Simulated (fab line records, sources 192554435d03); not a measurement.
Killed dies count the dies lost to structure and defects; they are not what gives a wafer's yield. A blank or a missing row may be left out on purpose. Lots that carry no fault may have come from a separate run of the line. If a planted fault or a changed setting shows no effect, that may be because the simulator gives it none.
A struck lot beside a sound one	flow n5 finfet	14 out of 1938 route steps
Sound: these wafers, L484.3, L484.4, L484.5. The struck wafers were L483.1, L483.2, L483.5. The cause is named last.
For every step that has rows: the tool of each side, followed by ch and its chambers, followed by its first start. Under that, the readings that differ: sound wafers	struck wafers	difference of the means	sigmas: that difference in standard deviations of wafers without a fault.
alike: same words and numbers on both sides, and readings whose means sit less than 2 such deviations apart. not compared: any withheld reading, any reading some wafer has no value for, any bound like >300 that may hide the same value, and any number with overlapping values for which the record gives no deviation.
Wherever a step has rows on one side only, a row that says differs or no value, or a row with sigmas, the two part there. Numbers that don't overlap but have no deviation are shown without sigmas and don't part them. Lack of a reading on every wafer of one side parts them only where that side has two or more wafers.

N5_BEOL_M14_VIA_ETCH_16: etches SiO2 in C4F8/O2/Ar, target depth 1231.3 nm.
  sound on rie diel-06 ch 0,3, day 13 06:17; struck on rie diel-03 ch 0,1,3, day 13 02:22
  alike: drypump motor current A, oes product au, rf vpp V, showerhead plenum p Torr, throttle valve pct
N5_BEOL_M14_STRIP_63: strips in O2.
  sound: rie diel-06 ch 0,3; struck: rie diel-03 ch 0,1,3
  alike: drypump motor current A, oes product au, rf vpp V, showerhead plenum p Torr, throttle valve pct
  not compared: rf hours counter h
N5_BEOL_M14_STRIP_64: strips in O2.
  sound: rie diel-06 ch 0,3; struck: rie diel-03 ch 0,1,3
  alike: drypump motor current A, oes product au, rf vpp V, showerhead plenum p Torr, throttle valve pct
  not compared: rf hours counter h
then, 2 steps without rows for these wafers: N5_BEOL_M14_STRIP_71 (strips in post etch residue remover, time 60 s); N5_BEOL_M14_SRD_72 (time 30 s, dry time 30 s).
N5_BEOL_M14_CD_MEAS_17: target cd 250 nm.
  sound: cd sem-03 at day 13 06:38; struck: cd sem-02 at day 13 02:43
  alike: cd nm
then, 6 steps without rows for these wafers: N5_BEOL_M14_COAT_65 (time 60 s, resist thk 450 nm); N5_BEOL_M14_COAT_66 (time 60 s, resist thk 110 nm); N5_BEOL_M14_COAT_22 (resist thk 300 nm); N5_BEOL_M14_EBR_24; N5_BEOL_M14_SOFTBAKE_23 (time 60 s); N5_BEOL_M14_EXPOSE_25 (exposes mask M14, target cd 280 nm).
N5_BEOL_M14_PEB_26: peb time 90 s.
  sound on litho track-02 ch 0, day 13 06:59; struck on litho track-02, day 13 03:03
  no value came back on the struck wafers for chill plate temp C (C), exhaust pa (Pa), heater power total W (W), plate temp C (C); on the sound wafers chill plate temp C (C) reads 22.96 22.95 23.09
then, 1 step without rows for these wafers: N5_BEOL_M14_DEVELOP_27 (develop time 45 s).

WHERE THEY PART
Only at N5_BEOL_M14_PEB_26, as far as this record shows.

WHY: whatever the simulator had introduced
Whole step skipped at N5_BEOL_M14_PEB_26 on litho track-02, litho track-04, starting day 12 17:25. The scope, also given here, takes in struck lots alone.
